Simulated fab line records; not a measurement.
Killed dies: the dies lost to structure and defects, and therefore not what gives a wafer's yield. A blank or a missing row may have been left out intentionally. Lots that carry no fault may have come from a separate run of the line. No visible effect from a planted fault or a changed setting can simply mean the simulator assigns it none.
Matching of chambers    flow n5 finfet    N5_BEOL_M0_SAQP_ETCH_102 on rie si-01 has 4 sister chambers
The step etches SiO2 in CF4, target depth 4 nm, time 4.4 s. 16 wafers are shown with their chamber, then 8 later ones without.

WAFERS, EACH WITH ITS CHAMBER
wafer   chamber  throttle valve pct (%)  oes product au (a.u.)
L076.2  3        21.47                   0.992
L076.4  0        21.82                   1.017
L076.5  1        21.47                   1.005
L078.1  1        21.47                   1.014
L078.4  1        21.46                   1.017
L078.5  0        21.82                   1.023
L079.1  3        21.47                   0.993
L079.3  0        21.82                   1.016
L079.5  0        21.83                   1.012
L080.2  3        21.47                   0.988
L080.5  2        21.79                   1.015
L080.6  3        21.48                   0.989
L085.2  2        21.79                   1.012
L085.5  0        21.83                   1.011
L085.6  1        21.47                   1.017
L086.3  0        21.85                   1.026

SIGNATURES (averages over the wafers above)
reading             chamber 0  chamber 1  chamber 2  chamber 3  scatter within a chamber
throttle valve pct  21.8283    21.4675    21.7900    21.4725    0.00833
oes product au      1.01750    1.01325    1.01350    0.99050    0.00496
Rule: for each reading, subtract the chamber's mean from the wafer's reading, divide by that reading's scatter and square the result; add these up over the readings and take the root, which gives the wafer's distance from the chamber. If the next closest chamber is less than 2 further off than the closest, the wafer can't be placed; otherwise it belongs to the closest. The scatter is the square root of a quotient: the sum, over the shown wafers, of each reading's squared deviation from its chamber's mean, divided by wafers minus chambers.

WAFERS WITHOUT THEIR CHAMBER
wafer   throttle valve pct (%)  oes product au (a.u.)
L086.4  21.47                   1.004
L086.5  21.83                   1.019
L089.1  21.77                   1.015
L089.2  21.47                   0.987
L089.4  21.48                   1.013
L090.1  21.46                   1.013
L090.2  21.78                   1.006
L090.3  21.48                   0.994

WHICH CHAMBER EACH WENT THROUGH
wafer   from the rows above      in truth
L086.4  can't be placed: 1 or 3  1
L086.5  0                        0
L089.1  2                        2
L089.2  3                        3
L089.4  1                        1
L090.1  1                        1
L090.2  2                        2
L090.3  3                        3
Correctly placed: 7 of 8. These rows do not allow placing 1 (true chamber among the candidates in 1). Number placed wrongly: 0.
